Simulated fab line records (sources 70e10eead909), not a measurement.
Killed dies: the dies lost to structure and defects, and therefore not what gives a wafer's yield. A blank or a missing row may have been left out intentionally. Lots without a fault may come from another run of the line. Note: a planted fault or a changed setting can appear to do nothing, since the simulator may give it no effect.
The tool behind it: which one?	flow nand_harc	63 wafers from 21 lots sampled at 6 of the route's 1302 steps

## WHAT THE GAUGES SHOWED, per wafer
Not one reading of a measure or inspect step in the record can be checked against a usual standard deviation.

## EACH LOT AND THE TOOL THAT RAN IT (in order: tool; ch and the chambers of the sampled wafers; start)
lot	NHARC_A_STAIRCASE_TRIM_187	NHARC_A_STAIRCASE_TRIM_191	NHARC_A_STAIRCASE_ETCH_201	NHARC_A_STAIRCASE_ETCH_221	NHARC_A_STAIRCASE_TRIM_226	NHARC_A_STAIRCASE_ETCH_292
L075	rie_diel-13 ch 1,2,3, day 15 22:55	rie_diel-02 ch 0,1,2, day 16 21:08 or earlier	rie_diel-13 ch 0,1,3, day 16 21:08 or earlier	rie_diel-13 ch 0,1,3, day 16 21:08 or earlier	rie_diel-13 ch 1,2,3, day 16 21:08 or earlier	rie_diel-13 ch 2,3, day 16 21:08
L074	rie_diel-12 ch 0,1,3, day 15 23:14	rie_diel-12 ch 0,2,3, day 16 21:00 or earlier	rie_diel-02 ch 1,2,3, day 16 21:00 or earlier	rie_diel-13 ch 0,2,3, day 16 21:00 or earlier	rie_diel-13 ch 0,2,3, day 16 21:00 or earlier	rie_diel-12 ch 1,3, day 16 21:00
L077	rie_diel-13 ch 1,3, day 17 16:08	rie_diel-13 ch 0,1,3, day 18 12:49 or earlier	rie_diel-13 ch 1,3, day 18 12:49 or earlier	rie_diel-12 ch 0,1, day 18 12:49 or earlier	rie_diel-12 ch 0,1,3, day 18 12:49 or earlier	rie_diel-02 ch 0,1, day 18 12:49
L079	rie_diel-02 ch 0,1,2, day 17 23:17	rie_diel-02 ch 0,1,2, day 18 18:34 or earlier	rie_diel-02 ch 1,2,3, day 18 18:34 or earlier	rie_diel-13 ch 1,2,3, day 18 18:34 or earlier	rie_diel-13 ch 1,2,3, day 18 18:34 or earlier	rie_diel-12 ch 0,1,3, day 18 18:34
L078	rie_diel-13 ch 0,1, day 17 23:27	rie_diel-13 ch 0,1,2, day 18 19:07 or earlier	rie_diel-12 ch 0,1,3, day 18 19:07 or earlier	rie_diel-02 ch 0,1,3, day 18 19:07 or earlier	rie_diel-02 ch 0,1,3, day 18 19:07 or earlier	rie_diel-02 ch 1,2,3, day 18 19:07
L081	rie_diel-13 ch 0,1,3, day 18 12:32	rie_diel-13 ch 1,2,3, day 19 15:03 or earlier	rie_diel-13 ch 0,3, day 19 15:03 or earlier	rie_diel-02 ch 1,2, day 19 15:03 or earlier	rie_diel-02 ch 1,2, day 19 15:03 or earlier	rie_diel-02 ch 0,2, day 19 15:03
L083	rie_diel-13 ch 2,3, day 19 10:45	rie_diel-13 ch 2,3, day 20 05:52 or earlier	rie_diel-13 ch 0,2, day 20 05:52 or earlier	rie_diel-13 ch 2,3, day 20 05:52 or earlier	rie_diel-13 ch 0,1,3, day 20 05:52 or earlier	rie_diel-13 ch 0,1,3, day 20 05:52
L084	rie_diel-12 ch 1,2, day 20 03:17	rie_diel-12 ch 1,3, day 20 21:35 or earlier	rie_diel-13 ch 0,1,3, day 20 21:35 or earlier	rie_diel-12 ch 1,2, day 20 21:35 or earlier	rie_diel-12 ch 1,2,3, day 20 21:35 or earlier	rie_diel-13 ch 1,2,3, day 20 21:35
L085	rie_diel-12 ch 0,1, day 20 12:19	rie_diel-12 ch 0,1, day 21 06:56 or earlier	rie_diel-13 ch 0,2,3, day 21 06:56 or earlier	rie_diel-12 ch 0,2,3, day 21 06:56 or earlier	rie_diel-12 ch 0,2,3, day 21 06:56 or earlier	rie_diel-13 ch 0,1,2, day 21 06:56
L087	rie_diel-13 ch 1,2,3, day 20 21:22	rie_diel-13 ch 2,3, day 21 23:17 or earlier	rie_diel-12 ch 1,2,3, day 21 23:17 or earlier	rie_diel-02 ch 0,1,3, day 21 23:17 or earlier	rie_diel-02 ch 0,1,3, day 21 23:17 or earlier	rie_diel-13 ch 0,1, day 21 23:17
L086	rie_diel-12 ch 0,2,3, day 20 21:44	rie_diel-12 ch 0,2,3, day 21 23:16 or earlier	rie_diel-13 ch 1,2,3, day 21 23:16 or earlier	rie_diel-13 ch 1,2, day 21 23:16 or earlier	rie_diel-13 ch 2,3, day 21 23:16 or earlier	rie_diel-13 ch 0,1,2, day 21 23:16
L088	rie_diel-13 ch 0,1, day 22 04:40	rie_diel-13 ch 0,1, day 22 22:45 or earlier	rie_diel-13 ch 1,2, day 22 22:45 or earlier	rie_diel-02 ch 1,2,3, day 22 22:45 or earlier	rie_diel-02 ch 1,2,3, day 22 22:45 or earlier	rie_diel-12 ch 0,1,2, day 22 22:45
L089	rie_diel-12 ch 1,3, day 22 07:04	rie_diel-12 ch 2,3, day 23 04:27 or earlier	rie_diel-13 ch 0,1,2, day 23 04:27 or earlier	rie_diel-13 ch 1,3, day 23 04:27 or earlier	rie_diel-13 ch 1,2, day 23 04:27 or earlier	rie_diel-02 ch 0,1,3, day 23 04:27
L090	rie_diel-12 ch 0,3, day 22 19:23	rie_diel-12 ch 0,1,2, day 23 13:11 or earlier	rie_diel-12 ch 0,2, day 23 13:11 or earlier	rie_diel-02 ch 0,1,2, day 23 13:11 or earlier	rie_diel-02 ch 0,1,3, day 23 13:11 or earlier	rie_diel-13 ch 0,1, day 23 13:11
L091	rie_diel-02 ch 2,3, day 22 19:58	rie_diel-02 ch 1,3, day 23 15:24 or earlier	rie_diel-02 ch 1,2, day 23 15:24 or earlier	rie_diel-02 ch 0,1, day 23 15:24 or earlier	rie_diel-02 ch 0,1, day 23 15:24 or earlier	rie_diel-02 ch 2,3, day 23 15:24
L092	rie_diel-12 ch 0,3, day 23 06:11	rie_diel-12 ch 0,1,2, day 23 23:33 or earlier	rie_diel-02 ch 1,3, day 23 23:33 or earlier	rie_diel-13 ch 0,1,2, day 23 23:33 or earlier	rie_diel-13 ch 0,3, day 23 23:33 or earlier	rie_diel-13 ch 0,1, day 23 23:33
L093	rie_diel-02 ch 0,1,2, day 23 18:01	rie_diel-02 ch 2,3, day 24 15:49 or earlier	rie_diel-13 ch 0,2, day 24 15:49 or earlier	rie_diel-02 ch 0,3, day 24 15:49 or earlier	rie_diel-02 ch 0,1,3, day 24 15:49 or earlier	rie_diel-12 ch 1,2,3, day 24 15:49
L096	rie_diel-12 ch 1,2,3, day 24 14:13	rie_diel-12 ch 2,3, day 25 09:19 or earlier	rie_diel-02 ch 1,2,3, day 25 09:19 or earlier	rie_diel-02 ch 0,3, day 25 09:19 or earlier	rie_diel-02 ch 1,2, day 25 09:19 or earlier	rie_diel-13 ch 1,3, day 25 09:19
L094	rie_diel-13 ch 1,2,3, day 24 14:29	rie_diel-13 ch 0,1,3, day 25 12:01 or earlier	rie_diel-13 ch 0,1,3, day 25 12:01 or earlier	rie_diel-12 ch 0,1,3, day 25 12:01 or earlier	rie_diel-12 ch 1,2,3, day 25 12:01 or earlier	rie_diel-12 ch 1,2,3, day 25 12:01
L095	rie_diel-02 ch 1,2, day 24 14:47	rie_diel-02 ch 2,3, day 25 12:30 or earlier	rie_diel-13 ch 1,2,3, day 25 12:30 or earlier	rie_diel-12 ch 0,1,3, day 25 12:30 or earlier	rie_diel-12 ch 2,3, day 25 12:30 or earlier	rie_diel-12 ch 0,1,3, day 25 12:30
L097	rie_diel-12 ch 1,3, day 25 09:59	rie_diel-12 ch 0,1,3, day 26 05:08 or earlier	rie_diel-12 ch 0,1,3, day 26 05:08 or earlier	rie_diel-13 ch 0,1,2, day 26 05:08 or earlier	rie_diel-13 ch 2,3, day 26 05:08 or earlier	rie_diel-12 ch 1,2,3, day 26 05:08
- NHARC_A_STAIRCASE_TRIM_187: chemistry O2, time 211.2 s.
- NHARC_A_STAIRCASE_TRIM_191: chemistry O2, time 211.2 s.
- NHARC_A_STAIRCASE_ETCH_201: etches the open film in C4F8/O2, target depth 100 nm, time 40.5 s.
- NHARC_A_STAIRCASE_ETCH_221: etches the open film in C4F8/O2, target depth 100 nm, time 40.5 s.
- NHARC_A_STAIRCASE_TRIM_226: chemistry O2, time 211.2 s.
- NHARC_A_STAIRCASE_ETCH_292: etches the open film in CF4/CHF3.

## WHAT THE TOOLS THEMSELVES READ (means of the sampled wafers that have a number; where no wafer has one, the mark that the record gives instead)
NHARC_A_STAIRCASE_TRIM_187. Usual: drypump_motor_current_A 5.7 A, standard deviation 0.57; mfc_ar_sccm 0.0012 sccm, standard deviation 0.002; oes_product_au 1.002 a.u., standard deviation 0.0091; rf_vpp_V 57.8 V, standard deviation 0.86; showerhead_plenum_p_Torr 3.51 Torr, standard deviation 0.17; throttle_valve_pct 17.038 %, standard deviation 0.01.
lot	tool	drypump_motor_current_A (A)	mfc_ar_sccm (sccm)	oes_product_au (a.u.)	rf_vpp_V (V)	showerhead_plenum_p_Torr (Torr)	throttle_valve_pct (%)	flag
L075	rie_diel-13	5.7	0.0021	1.007	58.6	3.45	17.039	
L074	rie_diel-12	5.8	0.0008	1.003	56.9	3.49	17.033	
L077	rie_diel-13	6.0	0.0021	1.005	58.6	3.42	17.034	
L079	rie_diel-02	5.8	0.0012	0.987	58.2	3.69	17.037	
L078	rie_diel-13	6.3	0.0013	1.012	58.1	3.44	17.043	
L081	rie_diel-13	6.0	0.0027	1.009	57.1	3.49	17.050	
L083	rie_diel-13	5.4	0.0041	0.993	58.4	3.55	17.048	
L084	rie_diel-12	6.0	0.0000	0.996	57.7	3.59	17.027	
L085	rie_diel-12	5.4	0.0000	1.001	56.5	3.37	17.033	
L087	rie_diel-13	5.7	0.0021	1.006	57.4	3.43	17.033	
L086	rie_diel-12	5.2	0.0008	0.995	58.1	3.58	17.032	
L088	rie_diel-13	6.2	0.0013	1.001	58.0	3.42	17.034	
L089	rie_diel-12	6.0	0.0015	1.000	58.0	3.56	17.036	
L090	rie_diel-12	5.2	0.0008	0.989	57.3	3.40	17.037	
L091	rie_diel-02	6.1	0.0000	1.008	56.9	3.41	17.045	
L092	rie_diel-12	5.2	0.0008	1.005	59.0	3.40	17.033	
L093	rie_diel-02	5.8	0.0012	1.003	57.3	3.66	17.040	
L096	rie_diel-12	5.8	0.0008	1.003	57.7	3.62	17.049	
L094	rie_diel-13	5.7	0.0021	1.011	58.0	3.41	17.031	
L095	rie_diel-02	5.5	0.0000	1.001	58.1	3.67	17.039	
L097	rie_diel-12	6.3	0.0008	1.002	57.9	3.51	17.037	

NHARC_A_STAIRCASE_TRIM_191. Usual: drypump_motor_current_A 5.7 A, standard deviation 0.58; mfc_ar_sccm 0.0011 sccm, standard deviation 0.0019; oes_product_au 1.003 a.u., standard deviation 0.0096; rf_vpp_V 57.8 V, standard deviation 1; showerhead_plenum_p_Torr 3.51 Torr, standard deviation 0.17; throttle_valve_pct 17.037 %, standard deviation 0.0088.
lot	tool	drypump_motor_current_A (A)	mfc_ar_sccm (sccm)	oes_product_au (a.u.)	rf_vpp_V (V)	showerhead_plenum_p_Torr (Torr)	throttle_valve_pct (%)	flag
L075	rie_diel-02	5.8	0.0012	1.000	57.6	3.51	17.037	
L074	rie_diel-12	5.2	0.0008	1.007	58.3	3.42	17.028	
L077	rie_diel-13	6.0	0.0027	1.010	58.2	3.49	17.042	
L079	rie_diel-02	5.8	0.0012	0.996	59.3	3.69	17.035	
L078	rie_diel-13	5.9	0.0006	1.016	58.0	3.39	17.033	
L081	rie_diel-13	5.7	0.0021	1.016	58.0	3.44	17.041	
L083	rie_diel-13	5.3	0.0021	1.002	57.7	3.45	17.029	
L084	rie_diel-12	6.3	0.0008	0.994	58.3	3.53	17.035	
L085	rie_diel-12	5.4	0.0000	1.001	58.3	3.37	17.035	
L087	rie_diel-13	5.4	0.0041	1.003	58.2	3.55	17.032	
L086	rie_diel-12	5.2	0.0008	1.004	58.3	3.58	17.034	
L088	rie_diel-13	6.3	0.0006	1.009	57.0	3.36	17.038	
L089	rie_diel-12	5.3	0.0008	0.998	58.5	3.74	17.031	
L090	rie_diel-12	5.5	0.0000	1.011	58.1	3.52	17.040	
L091	rie_diel-02	5.3	0.0000	0.999	58.7	3.65	17.030	
L092	rie_diel-12	5.5	0.0000	1.015	57.7	3.52	17.035	
L093	rie_diel-02	6.4	0.0000	0.999	56.7	3.43	17.038	
L096	rie_diel-12	5.6	0.0015	1.003	58.5	3.66	17.034	
L094	rie_diel-13	6.0	0.0027	1.002	57.4	3.46	17.042	
L095	rie_diel-02	6.4	0.0000	0.995	58.4	3.42	17.050	
L097	rie_diel-12	5.7	0.0008	1.004	57.0	3.45	17.050	

NHARC_A_STAIRCASE_ETCH_201. Usual: oes_product_au 0.945 a.u., standard deviation 0.011; rf_vpp_V 895 V, standard deviation 6.2.
lot	tool	oes_product_au (a.u.)	rf_vpp_V (V)	flag
L075	rie_diel-13	0.944	895	
L074	rie_diel-02	0.950	891	
L077	rie_diel-13	0.936	897	
L079	rie_diel-02	0.952	897	
L078	rie_diel-12	0.946	894	
L081	rie_diel-13	0.946	897	
L083	rie_diel-13	0.956	892	
L084	rie_diel-13	0.941	893	
L085	rie_diel-13	0.949	895	
L087	rie_diel-12	0.930	900	
L086	rie_diel-13	0.938	892	
L088	rie_diel-13	0.947	888	
L089	rie_diel-13	0.954	890	
L090	rie_diel-12	0.949	893	
L091	rie_diel-02	0.945	901	
L092	rie_diel-02	0.937	900	
L093	rie_diel-13	0.939	890	
L096	rie_diel-02	0.946	897	
L094	rie_diel-13	0.944	893	
L095	rie_diel-13	0.950	892	
L097	rie_diel-12	0.944	893	

NHARC_A_STAIRCASE_ETCH_221. Usual: oes_product_au 0.941 a.u., standard deviation 0.014; rf_vpp_V 896 V, standard deviation 6.7.
lot	tool	oes_product_au (a.u.)	rf_vpp_V (V)	flag
L075	rie_diel-13	0.930	895	
L074	rie_diel-13	0.929	895	
L077	rie_diel-12	0.926	891	
L079	rie_diel-13	0.955	892	
L078	rie_diel-02	0.944	901	
L081	rie_diel-02	0.922	902	
L083	rie_diel-13	0.943	893	
L084	rie_diel-12	0.949	897	
L085	rie_diel-12	0.939	897	
L087	rie_diel-02	0.946	901	
L086	rie_diel-13	0.946	888	
L088	rie_diel-02	0.954	896	
L089	rie_diel-13	0.947	892	
L090	rie_diel-02	0.929	900	
L091	rie_diel-02	0.927	905	
L092	rie_diel-13	0.957	890	
L093	rie_diel-02	0.938	899	
L096	rie_diel-02	0.944	895	
L094	rie_diel-12	0.950	893	
L095	rie_diel-12	0.930	894	
L097	rie_diel-13	0.945	889	

NHARC_A_STAIRCASE_TRIM_226. Usual: drypump_motor_current_A 5.7 A, standard deviation 0.54; mfc_ar_sccm 0.0013 sccm, standard deviation 0.002; oes_product_au 1.002 a.u., standard deviation 0.008; rf_vpp_V 57.8 V, standard deviation 1; showerhead_plenum_p_Torr 3.53 Torr, standard deviation 0.18; throttle_valve_pct 17.036 %, standard deviation 0.0098.
lot	tool	drypump_motor_current_A (A)	mfc_ar_sccm (sccm)	oes_product_au (a.u.)	rf_vpp_V (V)	showerhead_plenum_p_Torr (Torr)	throttle_valve_pct (%)	flag
L075	rie_diel-13	5.7	0.0021	1.002	56.1	3.45	17.037	
L074	rie_diel-13	5.6	0.0027	1.003	58.2	3.51	17.027	
L077	rie_diel-12	5.7	0.0008	1.001	57.4	3.48	17.031	
L079	rie_diel-13	5.7	0.0021	1.006	57.1	3.44	17.035	
L078	rie_diel-02	5.6	0.0012	1.001	58.4	3.67	17.040	
L081	rie_diel-02	5.5	0.0000	0.994	57.8	3.69	17.047	
L083	rie_diel-13	6.0	0.0027	0.996	57.3	3.48	17.033	
L084	rie_diel-12	5.8	0.0008	1.006	57.5	3.64	17.023	
L085	rie_diel-12	5.2	0.0008	1.003	58.2	3.58	17.042	
L087	rie_diel-02	5.6	0.0012	0.993	58.8	3.65	17.027	
L086	rie_diel-13	5.4	0.0041	1.003	57.2	3.54	17.039	
L088	rie_diel-02	5.8	0.0000	1.006	57.9	3.55	17.035	
L089	rie_diel-13	5.9	0.0000	1.005	56.3	3.31	17.033	
L090	rie_diel-02	5.6	0.0012	1.001	57.9	3.64	17.037	
L091	rie_diel-02	5.5	0.0025	0.996	57.9	3.76	17.043	
L092	rie_diel-13	5.7	0.0048	1.003	56.7	3.58	17.036	
L093	rie_diel-02	5.6	0.0012	0.999	57.8	3.64	17.037	
L096	rie_diel-02	5.5	0.0000	1.007	56.7	3.67	17.030	
L094	rie_diel-12	5.8	0.0008	1.001	57.7	3.62	17.045	
L095	rie_diel-12	5.3	0.0008	1.001	59.3	3.73	17.032	
L097	rie_diel-13	5.3	0.0021	1.006	58.8	3.43	17.041	

NHARC_A_STAIRCASE_ETCH_292. Usual: drypump_motor_current_A 5.7 A, standard deviation 0.56; mfc_ar_sccm 0.0012 sccm, standard deviation 0.002; oes_product_au 0.933 a.u., standard deviation 0.017; rf_vpp_V 370.1 V, standard deviation 2.6; showerhead_plenum_p_Torr 1.56 Torr, standard deviation 0.075; throttle_valve_pct 16.801 %, standard deviation 0.0095.
lot	tool	drypump_motor_current_A (A)	mfc_ar_sccm (sccm)	oes_product_au (a.u.)	rf_vpp_V (V)	showerhead_plenum_p_Torr (Torr)	throttle_valve_pct (%)	flag
L075	rie_diel-13	5.3	0.0041	0.934	372.2	1.59	16.809	
L074	rie_diel-12	6.0	0.0015	0.931	371.6	1.60	16.801	
L077	rie_diel-02	5.5	0.0025	0.966	373.6	1.69	16.797	
L079	rie_diel-12	5.7	0.0008	0.924	369.6	1.55	16.798	
L078	rie_diel-02	5.8	0.0000	0.920	370.3	1.59	16.798	
L081	rie_diel-02	6.3	0.0012	0.919	370.7	1.59	16.802	
L083	rie_diel-13	6.0	0.0027	0.922	370.0	1.55	16.802	
L084	rie_diel-13	5.7	0.0021	0.924	368.2	1.53	16.794	
L085	rie_diel-13	5.9	0.0006	0.929	368.7	1.51	16.797	
L087	rie_diel-13	6.2	0.0013	0.922	369.2	1.53	16.808	
L086	rie_diel-13	5.9	0.0006	0.925	368.8	1.51	16.799	
L088	rie_diel-12	5.5	0.0000	0.935	370.5	1.57	16.803	
L089	rie_diel-02	5.6	0.0012	0.922	372.0	1.62	16.792	
L090	rie_diel-13	6.2	0.0013	0.919	369.6	1.52	16.795	
L091	rie_diel-02	6.4	0.0000	0.965	368.8	1.53	16.794	
L092	rie_diel-13	6.2	0.0013	0.916	369.7	1.52	16.804	
L093	rie_diel-12	5.8	0.0008	0.936	372.4	1.61	16.801	
L096	rie_diel-13	5.7	0.0041	0.928	370.8	1.57	16.794	
L094	rie_diel-12	5.8	0.0008	0.922	372.4	1.61	16.802	
L095	rie_diel-12	5.7	0.0008	0.924	369.3	1.54	16.790	
L097	rie_diel-12	5.8	0.0008	0.924	372.3	1.61	16.805	

## THE ANSWER, worked out from the rows above alone
Rule: a lot is off if the mean of its wafers that have a number lies more than 3 standard deviations from the usual mean. A lot without any number at a reading at which 4 lots or more have one is off too. Any other lot the step has rows for is counted as sound. First the gauges in route order, then the tools' own readings, where a lot's mean is used as printed above. At the first step where some lot is off, the reading lying furthest off is the one used; lots without a number count as furthest.
None of the lots is off at any reading shown; this tells nothing.

## WHAT WAS PUT IN BY THE SIMULATOR
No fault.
